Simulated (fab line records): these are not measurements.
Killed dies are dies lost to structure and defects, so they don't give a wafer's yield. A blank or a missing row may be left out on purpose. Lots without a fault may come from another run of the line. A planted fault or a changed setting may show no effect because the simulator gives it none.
fab line records    flow nand_harc
record lots=6  wafers=17  last_day=23
route steps=1159 shown P_M0@266 END@1159
lots that met no fault: from a run of the same line without faults
start_h: start of the lot's first displayed wafer, in hours after the record's first day    wait_h: hours since the lot's step before    " same as the row above    L1.1+2: one row covering several wafers at once    - value missing, or start not given    * or withheld: withheld    < > ~ a bound
route shown NAME@n: names a module that has steps shown in the file, with the first one's number in the route    usual: mean/standard deviation taken from wafers without a fault    same: alike in all rows    chamber/n: place in a boat    sites: readings site by site    _std_site: the standard deviation of these    _edge_site: outer sites' mean less inner sites'    radius_mm: how far each site lies from the wafer's centre    mask NAME#n: copy n    behind: the most recent tool/chamber to have shaped the wafer    hold: reason for holding the lot/hours on hold/outcome of the hold    device: which transistor (n, p or np) failed to switch    end of line: the route-end tests of the same wafers    a step without rows: its recipe alone    killed: dies lost to structure and defects at the first sort, not the wafer's yield    map: dies across one wafer; x = killed, . = not, _ = none there
set.NAME: the setting the step ran with; set.NAME@STEP: the setting that earlier step ran with    model.NAME: the simulator's own value behind a step, which no gauge read
lots seen at some steps along the route; tables by step, rows by wafer
services: when a tool's chamber went out of use (start_h, in hours from the record's first day, below 0 if earlier), for how many hours, and the reason
## steps
# step NHARC_P_M0_DESCUM_14
# recipe time_s=3  o2_flow_sccm=200  ar_flow_sccm=0  bias_power_w=0  chemistry=O2
# usual drypump_motor_current_A=5.7/0.43  oes_product_au=1.004/0.015  rf_vpp_V=57.9/0.93  showerhead_plenum_p_Torr=1.93/0.086  throttle_valve_pct=11.312/0.0078
lot.wafer  tool         chamber  start_h  wait_h  drypump_motor_current_A  oes_product_au  rf_hours_counter_h  rf_vpp_V  showerhead_plenum_p_Torr  throttle_valve_pct
L402.4     rie_diel-10  3        109.92   0.1     6.1                      0.983           9                   59.9      2.00                      11.318
L402.2     "            1        "        "       6.5                      1.004           10                  57.2      1.88                      11.323
L402.3     "            2        "        "       5.8                      0.996           8                   58.2      1.82                      11.323
L403.2     rie_diel-03  1        133.46   0.1     6.1                      1.002           7                   57.7      1.82                      11.306
L403.4     "            0        "        "       5.6                      1.015           -                   57.1      1.79                      11.311
L403.5     "            3        "        "       5.3                      1.022           -                   58.0      2.04                      11.316
L411.5     rie_diel-10  3        164.83   0.1     6.1                      0.973           -                   58.1      2.00                      11.304
L411.4     "            0        "        "       5.6                      1.011           -                   57.9      1.92                      11.323
L416.4     rie_diel-12  0        194.02   0.1     4.9                      0.999           10                  57.2      1.99                      11.313
L416.1     "            1        "        "       4.9                      1.013           11                  56.8      1.90                      11.312
L416.5     "            1        "        "       4.9                      1.010           -                   56.9      1.90                      11.325
L413.4     rie_diel-03  3        194.68   0.1     5.3                      1.011           12                  59.3      2.03                      11.312
L413.6     "            1        "        "       6.1                      0.999           -                   57.0      1.81                      11.309
L413.5     "            2        "        "       5.9                      1.005           -                   58.0      2.01                      11.316
L418.2     rie_diel-12  3        213.31   0.1     5.7                      0.983           0                   57.4      1.96                      11.295
L418.4     "            2        "        "       5.4                      1.002           -                   58.2      2.02                      11.311
L418.5     "            3        "        "       5.7                      0.988           -                   58.5      1.96                      11.306
# step NHARC_P_M0_ETCH_34
# recipe target_depth_a=400  overetch_a=120  time_s=43.94  ion_energy_ev=200  n2_flow_sccm=150  h2_flow_sccm=150  ar_flow_sccm=0  rf_w=400  bias_w=150  chemistry=N2/H2
# step NHARC_P_M0_ETCH_15
# recipe target_depth_a=1500  overetch_a=150  time_s=82.5  c4f8_flow_sccm=withheld  ar_flow_sccm=400  rf_w=600  bias_w=300  chemistry=C4F8/Ar
# step NHARC_P_M0_CD_MEAS_16
# usual cd_nm=90.2/1
lot.wafer  tool       chamber  start_h  wait_h  cd_nm
L402.2     cd_sem-03  -        110.22   -       89.9
L402.3     "          -        "        "       88.4
L402.4     "          -        "        "       88.4
L403.2     cd_sem-01  -        133.80   -       89.6
L403.4     "          -        "        "       89.8
L403.5     "          -        "        "       92.1
L411.4     cd_sem-03  -        165.13   -       92.0
L411.5     "          -        "        "       88.8
L416.1     cd_sem-02  -        194.32   -       88.7
L416.4     "          -        "        "       90.8
L416.5     "          -        "        "       90.8
L413.4     cd_sem-02  -        194.97   -       90.5
L413.5     "          -        "        "       90.0
L413.6     "          -        "        "       90.0
L418.2     cd_sem-03  -        213.63   -       88.0
L418.4     "          -        "        "       90.3
L418.5     "          -        "        "       89.4
# step NHARC_P_M0_STRIP_18
# recipe power_w=1000  n2_flow_sccm=150  h2_flow_sccm=150  ar_flow_sccm=0  bias_w=0  chemistry=N2/H2
# step NHARC_P_M0_STRIP_19
# recipe time_s=600  temp_c=30  chemistry=post_etch_residue_remover
# step NHARC_P_M0_DEGAS_28
# recipe temp_c=250  time_s=60
# usual heater_power_w=343/28
lot.wafer  tool            chamber  start_h  wait_h  heater_power_w
L402.3     pvd_sputter-01  -        110.87   -       315
L402.4     "               -        "        "       328
L402.2     "               -        "        "       315
L403.2     pvd_sputter-02  -        134.48   -       334
L403.4     "               -        "        "       347
L403.5     "               -        "        "       325
L411.4     pvd_sputter-03  -        165.75   -       375
L411.5     "               -        "        "       394
L416.4     pvd_sputter-01  -        194.94   -       343
L416.1     "               -        "        "       335
L416.5     "               -        "        "       311
L413.4     pvd_sputter-02  -        195.58   -       326
L413.5     "               -        "        "       335
L413.6     "               -        "        "       332
L418.2     pvd_sputter-01  -        214.31   -       343
L418.4     "               -        "        "       326
L418.5     "               -        "        "       331
# step NHARC_P_M0_PRE_CLEAN_29
# recipe time_s=30  temp_c=280  gas=H2/He
# usual heater_power_w=420/35
lot.wafer  tool            chamber  start_h  wait_h  heater_power_w
L402.3     pvd_sputter-01  -        -        -       383
L402.2     "               -        "        "       405
L402.4     "               -        "        "       388
L403.2     pvd_sputter-02  -        -        -       407
L403.4     "               -        "        "       413
L403.5     "               -        "        "       408
L411.4     pvd_sputter-03  -        -        -       465
L411.5     "               -        "        "       477
L416.1     pvd_sputter-01  -        -        -       401
L416.4     "               -        "        "       390
L416.5     "               -        "        "       398
L413.4     pvd_sputter-02  -        -        -       381
L413.5     "               -        "        "       430
L413.6     "               -        "        "       389
L418.2     pvd_sputter-01  -        -        -       383
L418.4     "               -        "        "       427
L418.5     "               -        "        "       378
# step NHARC_P_M0_PVD_20
# recipe target_thk_a=50  bias_v=168.6  power_w=15000  chamber_pressure_pa=0.12  time_s=8.06  substrate_temp_c=50  material=TaN
# step NHARC_P_M0_PVD_21
# recipe target_thk_a=300  chamber_pressure_pa=5  power_w=5000  substrate_temp_c=30  time_s=20.49  material=Cu
# usual throttle_valve_pct=30.2/0.86
lot.wafer  tool            chamber  start_h  wait_h  throttle_valve_pct
L402.4     pvd_sputter-01  -        -        -       30.6
L402.3     "               -        "        "       30.8
L402.2     "               -        "        "       29.9
L403.4     pvd_sputter-02  -        -        -       30.6
L403.2     "               -        "        "       30.3
L403.5     "               -        "        "       29.3
L411.4     pvd_sputter-03  -        -        -       28.2
L411.5     "               -        "        "       30.5
L416.1     pvd_sputter-01  -        -        -       30.9
L416.4     "               -        "        "       31.2
L416.5     "               -        "        "       29.7
L413.4     pvd_sputter-02  -        -        -       30.7
L413.6     "               -        "        "       29.0
L413.5     "               -        "        "       30.6
L418.2     pvd_sputter-01  -        -        -       29.6
L418.4     "               -        "        "       31.0
L418.5     "               -        "        "       30.9
# step NHARC_P_M0_ECD_22
# recipe target_thk_a=4000  bath_temp_c=25  material=Cu
# step NHARC_P_M0_ANNEAL_30
# recipe temp_c=225  time_s=90
# usual wafer_temp_C_max=225.87/0.27
lot.wafer  tool           chamber  start_h  wait_h  wafer_temp_C_max
L402.2     rtp_anneal-02  0        111.66   0.4     225.93
L402.3     "              0        "        "       225.82
L402.4     "              0        "        "       225.62
L403.2     rtp_anneal-02  0        135.29   0.4     225.72
L403.4     "              0        "        "       225.86
L403.5     "              0        "        "       225.51
L411.4     rtp_anneal-01  0        166.63   -       226.26
L411.5     "              0        "        "       226.44
L416.1     rtp_anneal-02  0        195.68   0.3     226.08
L416.4     "              0        "        "       225.70
L416.5     "              0        "        "       225.94
L413.4     rtp_anneal-01  0        196.47   -       226.11
L413.5     "              0        "        "       226.06
L413.6     "              0        "        "       226.08
L418.2     rtp_anneal-01  0        215.10   0.3     226.26
L418.4     "              0        "        "       225.89
L418.5     "              0        "        "       225.67
# step NHARC_P_M0_CMP_23
# recipe t_overpolish_s=20  target_thk_nm=117.53
# usual motor_current_A=12.5/1.2  time_to_endpoint_s=29/3.3
lot.wafer  tool    chamber  start_h  wait_h  motor_current_A  time_to_endpoint_s
L402.2     cmp-01  3        111.95   -       13.1             31
L402.4     "       0        "        "       11.9             34
L402.3     "       2        "        "       13.2             31
L403.2     cmp-03  0        135.59   -       11.6             28
L403.4     "       1        "        "       15.4             23
L403.5     "       1        "        "       15.1             27
L411.4     cmp-01  2        166.90   -       13.3             15
L411.5     "       0        "        "       11.5             32
L416.1     cmp-04  2        196.02   -       12.1             22
L416.4     "       0        "        "       13.5             27
L416.5     "       3        "        "       10.2             24
L413.4     cmp-01  2        196.72   -       13.3             13
L413.5     "       0        "        "       11.6             31
L413.6     "       1        "        "       11.4             25
L418.2     cmp-04  1        215.45   -       10.4             34
L418.4     "       2        "        "       12.4             27
L418.5     "       3        "        "       10.8             27
# step NHARC_P_M0_THK_MEAS_24
# recipe thk_meas_gauge=xrf
# usual thk_nm=117.7/1.7
lot.wafer  tool           chamber  start_h  wait_h  thk_nm
L402.2     film_metro-01  -        112.27   -       120.0
L402.3     "              -        "        "       116.7
L402.4     "              -        "        "       119.4
L403.2     film_metro-01  -        135.90   -       120.3
L403.4     "              -        "        "       116.2
L403.5     "              -        "        "       115.3
L411.4     film_metro-02  -        167.13   -       111.0
L411.5     "              -        "        "       118.4
L416.1     film_metro-02  -        196.34   -       114.7
L416.4     "              -        "        "       118.8
L416.5     "              -        "        "       114.4
L413.4     film_metro-02  -        196.97   -       110.2
L413.5     "              -        "        "       119.6
L413.6     "              -        "        "       117.4
L418.2     film_metro-02  -        215.70   -       119.7
L418.4     "              -        "        "       116.7
L418.5     "              -        "        "       117.4
# step NHARC_P_M0_SRD_25
# step NHARC_END_SORT_01
# recipe temp_c=25
# usual defect_limited_yield=95.3/1.5  killed_at_array=28/10  killed_at_other=0.6/1.1  killed_at_periphery=3.6/2.6  killed_dies=32/10  killed_open=3.3/1.8  killed_short=1.9/1.4  sort_bin_2_pct=1.5/0.61  sort_bin_3_pct=0.27/0.2  sort_bin_4_pct=3.0/1  sort_n_pass=645/10  sort_rim_yield_pct=97.3/1.9  sort_yield_pct=95.3/1.5
# same gross_dies=677  sort_bin_5_pct[%]=0  sort_bin_6_pct[%]=0  sort_bin_7_pct[%]=0  sort_bin_8_pct[%]=0  sort_rim_n_gross=106.00
lot.wafer  tool       chamber  start_h  wait_h  defect_limited_yield[%]  killed_at_array  killed_at_other  killed_at_periphery  killed_dies  killed_open  killed_short  sort_bin_2_pct[%]  sort_bin_3_pct[%]  sort_bin_4_pct[%]  sort_n_pass  sort_rim_yield_pct[%]  sort_yield_pct[%]
L402.2     prober-02  0        429.44   2.8     95.6                     24               2                4                    30           2            4             1.2                0.59               2.7                647          99.1                   95.6
L402.3     prober-02  0        430.24   3.1     95.1                     24               1                8                    33           5            3             1.3                0.30               3.2                644          98.1                   95.1
L402.4     prober-02  0        431.05   3.4     96.5                     21               1                2                    24           2            1             0.7                0                  2.8                653          97.2                   96.5
L403.2     prober-01  0        457.36   2.8     98.1                     11               1                1                    13           3            1             1.0                0.15               0.7                664          99.1                   98.1
L403.4     prober-01  0        458.96   3.4     97.8                     9                1                5                    15           2            4             0.6                0.30               1.3                662          98.1                   97.8
L403.5     prober-01  0        459.76   3.7     97.6                     13               0                3                    16           2            0             0.9                0                  1.5                661          100.0                  97.6
L411.4     prober-01  0        507.71   3.4     93.4                     40               1                4                    45           6            4             1.8                0.59               4.3                632          99.1                   93.4
L411.5     prober-01  0        508.52   3.7     94.4                     32               0                6                    38           4            0             2.1                0.15               3.4                639          94.3                   94.4
L416.1     prober-02  0        534.38   2.5     93.2                     41               1                4                    46           4            4             1.9                0.44               4.4                631          94.3                   93.2
L416.4     prober-02  0        536.77   3.4     92.9                     46               0                2                    48           2            1             2.2                0.15               4.7                629          98.1                   92.9
L416.5     prober-02  0        537.57   3.7     91.3                     56               1                2                    59           0            1             2.8                0.59               5.3                618          96.2                   91.3
L413.4     prober-01  0        536.72   3.4     98.1                     11               0                2                    13           1            2             0.3                0                  1.6                664          98.1                   98.1
L413.5     prober-01  0        537.53   3.7     97.8                     12               1                2                    15           2            2             0.3                0.44               1.5                662          99.1                   97.8
L413.6     prober-01  0        538.33   4.0     96.9                     17               1                3                    21           5            1             0.9                0.15               2.1                656          98.1                   96.9
L418.2     prober-02  0        548.62   2.8     96.0                     21               0                6                    27           5            4             1.0                0.15               2.8                650          99.1                   96.0
L418.4     prober-02  0        550.22   3.4     96.5                     18               0                6                    24           4            2             1.0                0.30               2.2                653          97.2                   96.5
L418.5     prober-02  0        551.02   3.7     95.4                     28               0                3                    31           4            3             1.6                0.30               2.7                646          96.2                   95.4
# killed by level:class
L402.2 A_CHANNEL_HOLE_D1:chamber_film_flake=12 A_SLIT:chamber_film_flake=3 A_CONTACT:chamber_film_flake=3 A_ONON_D1:geometric_particle:short=2 A_STAIRCASE:chamber_film_flake=2 THIN_TSV:chamber_film_flake=2 P_CONTACT:geometric_particle:open=1 P_M1:geometric_particle:short=1
L402.3 A_CHANNEL_HOLE_D1:chamber_film_flake=9 A_CONTACT:chamber_film_flake=5 A_SLIT:chamber_film_flake=3 P_CONTACT:geometric_particle:open=2 P_STI:chamber_film_flake=2 P_GATE:chamber_film_flake=2 A_ONON_D1:geometric_particle:short=1 A_CHANNEL_FILL_D1:geometric_particle:short=1
L402.4 A_CHANNEL_HOLE_D1:chamber_film_flake=11 A_SLIT:chamber_film_flake=7 P_CONTACT:geometric_particle:short=1 A_CHANNEL_FILL_D1:geometric_particle:open=1 A_BLC:geometric_particle:open=1 P_STI:chamber_film_flake=1 A_STAIRCASE:chamber_film_flake=1 THIN_TSV:chamber_film_flake=1
L403.2 A_CONTACT:geometric_particle:open=2 A_CHANNEL_HOLE_D1:chamber_film_flake=2 A_STAIRCASE:chamber_film_flake=2 A_CONTACT:chamber_film_flake=2 A_SOURCE_PLATE:geometric_particle:short=1 A_CHANNEL_FILL_D1:geometric_particle:open=1 P_M1:chamber_film_flake=1 A_WL_FILL:chamber_film_flake=1
L403.4 P_GATE:chamber_film_flake=3 A_STAIRCASE:chamber_film_flake=3 P_CONTACT:geometric_particle:short=1 A_SOURCE_PLATE:geometric_particle:short=1 A_ONON_D1:geometric_particle:open=1 A_CONTACT:geometric_particle:short=1 A_M0:geometric_particle:open=1 STARTING-WAFER:geometric_particle:short=1
L403.5 A_CHANNEL_HOLE_D1:chamber_film_flake=4 A_WL_FILL:chamber_film_flake=3 A_CONTACT:chamber_film_flake=3 P_GATE:chamber_film_flake=2 A_CHANNEL_FILL_D1:geometric_particle:open=1 A_CONTACT:geometric_particle:open=1 P_BONDPAD:chamber_film_flake=1 A_STAIRCASE:chamber_film_flake=1
L411.4 A_CHANNEL_HOLE_D1:chamber_film_flake=18 A_SLIT:chamber_film_flake=7 A_CHANNEL_FILL_D1:geometric_particle:open=3 A_WL_FILL:geometric_particle:short=2 P_STI:chamber_film_flake=2 A_ZERO_WELL:chamber_film_flake=2 A_CONTACT:chamber_film_flake=2 P_GATE:geometric_particle:short=1
L411.5 A_CHANNEL_HOLE_D1:chamber_film_flake=17 A_SLIT:chamber_film_flake=11 P_STI:chamber_film_flake=4 P_CONTACT:geometric_particle:open=1 A_CHANNEL_FILL_D1:geometric_particle:open=1 A_BLC:geometric_particle:open=1 A_M0:geometric_particle:open=1 P_GATE:chamber_film_flake=1
L416.1 A_CHANNEL_HOLE_D1:chamber_film_flake=16 A_SLIT:chamber_film_flake=11 A_CONTACT:chamber_film_flake=6 P_M1:geometric_particle:short=3 A_CONTACT:geometric_particle:open=2 P_CONTACT:geometric_particle:open=1 A_CHANNEL_FILL_D1:geometric_particle:open=1 A_CONTACT:geometric_particle:short=1
L413.4 A_CHANNEL_HOLE_D1:chamber_film_flake=5 A_CONTACT:chamber_film_flake=3 P_CONTACT:geometric_particle:open=1 A_CHANNEL_HOLE_D1:geometric_particle:short=1 A_CONTACT:geometric_particle:short=1 P_ZERO_WELL:chamber_film_flake=1 A_ZERO_WELL:chamber_film_flake=1
L416.4 A_CHANNEL_HOLE_D1:chamber_film_flake=19 A_SLIT:chamber_film_flake=13 A_CONTACT:chamber_film_flake=10 A_STAIRCASE:chamber_film_flake=2 P_CONTACT:geometric_particle:short=1 P_CONTACT:geometric_particle:open=1 A_BLC:geometric_particle:open=1 A_ZERO_WELL:chamber_film_flake=1
L413.5 A_CHANNEL_HOLE_D1:chamber_film_flake=7 P_CONTACT:geometric_particle:open=1 A_ONON_D1:geometric_particle:open=1 A_CHANNEL_FILL_D1:geometric_particle:short=1 A_M0:geometric_particle:short=1 P_ZERO_WELL:chamber_film_flake=1 A_ZERO_WELL:chamber_film_flake=1 A_CONTACT:chamber_film_flake=1
L416.5 A_CHANNEL_HOLE_D1:chamber_film_flake=25 A_SLIT:chamber_film_flake=11 A_CONTACT:chamber_film_flake=11 A_STAIRCASE:chamber_film_flake=5 A_WL_FILL:geometric_particle:short=1 P_GATE:chamber_film_flake=1 P_BONDPAD:chamber_film_flake=1 A_ZERO_WELL:chamber_film_flake=1
L413.6 A_CHANNEL_HOLE_D1:chamber_film_flake=4 A_STAIRCASE:chamber_film_flake=3 A_CONTACT:chamber_film_flake=3 P_CONTACT:geometric_particle:open=2 A_CHANNEL_FILL_D1:geometric_particle:open=2 A_SLIT:chamber_film_flake=2 A_BLC:geometric_particle:open=1 STARTING-WAFER:geometric_particle:short=1
L418.2 A_CHANNEL_HOLE_D1:chamber_film_flake=8 A_CONTACT:chamber_film_flake=4 A_SGD_CUT:chamber_film_flake=3 P_CONTACT:geometric_particle:open=2 A_CHANNEL_FILL_D1:geometric_particle:short=2 P_STI:geometric_particle:short=1 P_GATE:geometric_particle:open=1 P_M0:geometric_particle:short=1
L418.4 A_CHANNEL_HOLE_D1:chamber_film_flake=7 A_SGD_CUT:chamber_film_flake=4 P_CONTACT:geometric_particle:open=2 P_M0:chamber_film_flake=2 A_WL_FILL:chamber_film_flake=2 P_M0:geometric_particle:short=1 P_M1:geometric_particle:open=1 A_CONTACT:geometric_particle:open=1
L418.5 A_SGD_CUT:chamber_film_flake=8 A_CHANNEL_HOLE_D1:chamber_film_flake=7 A_STAIRCASE:chamber_film_flake=5 A_CONTACT:chamber_film_flake=3 A_ONON_D1:geometric_particle:short=2 P_GATE:geometric_particle:open=1 P_M0:geometric_particle:open=1 A_ONON_D1:geometric_particle:open=1
## services
tool            chamber  start_h  hours  kind
pvd_sputter-03  -        102.00   10.0   pm
rie_diel-12     2        102.08   16.6   repair
cmp-04          -        105.00   4.0    pm
rie_diel-03     2        125.52   20.1   repair
rie_diel-10     1        128.53   30.7   repair
rie_diel-10     2        150.35   82.1   repair
cmp-03          -        156.10   4.0    pm
rie_diel-12     -        156.59   2.6    repair
pvd_sputter-01  -        158.00   10.0   pm
rie_diel-12     -        171.28   0.6    repair
pvd_sputter-01  -        175.58   8.5    repair
cmp-03          -        176.31   1.0    repair
rie_diel-10     -        176.50   9.0    pm
cmp-01          -        179.50   4.0    pm
cmp-01          -        183.50   -      consumable_replace:conditioner
pvd_sputter-03  -        184.24   3.6    repair
cmp-03          -        192.61   4.8    repair
rie_diel-12     -        202.47   9.0    pm
cmp-04          -        203.00   4.0    pm
pvd_sputter-03  -        204.25   5.1    repair
cmp-01          -        209.96   3.3    repair
rie_diel-12     0        211.63   6.9    repair
pvd_sputter-02  -        214.06   10.0   pm
rie_diel-03     -        215.30   9.0    pm
## key
first_sign step=NHARC_P_M0_CMP_23  reading=time_to_endpoint_s  direction=down  sigmas=4.3  usual=*  struck=*
effect step=NHARC_P_M0_THK_MEAS_24  reading=thk_nm  direction=down  sigmas=4.2  usual=117.7  struck=110.6
met_at NHARC_P_M0_CMP_23
struck_wafers L411.4,L413.4
onset_between 111.95 166.90
fault kind=process_parameter_drift  tool=cmp-01  chamber=-  onset_h=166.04  steps=NHARC_P_M0_CMP_23  channel=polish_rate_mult  offset=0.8  shape=step  end_h=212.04  scope=struck_wafers_only
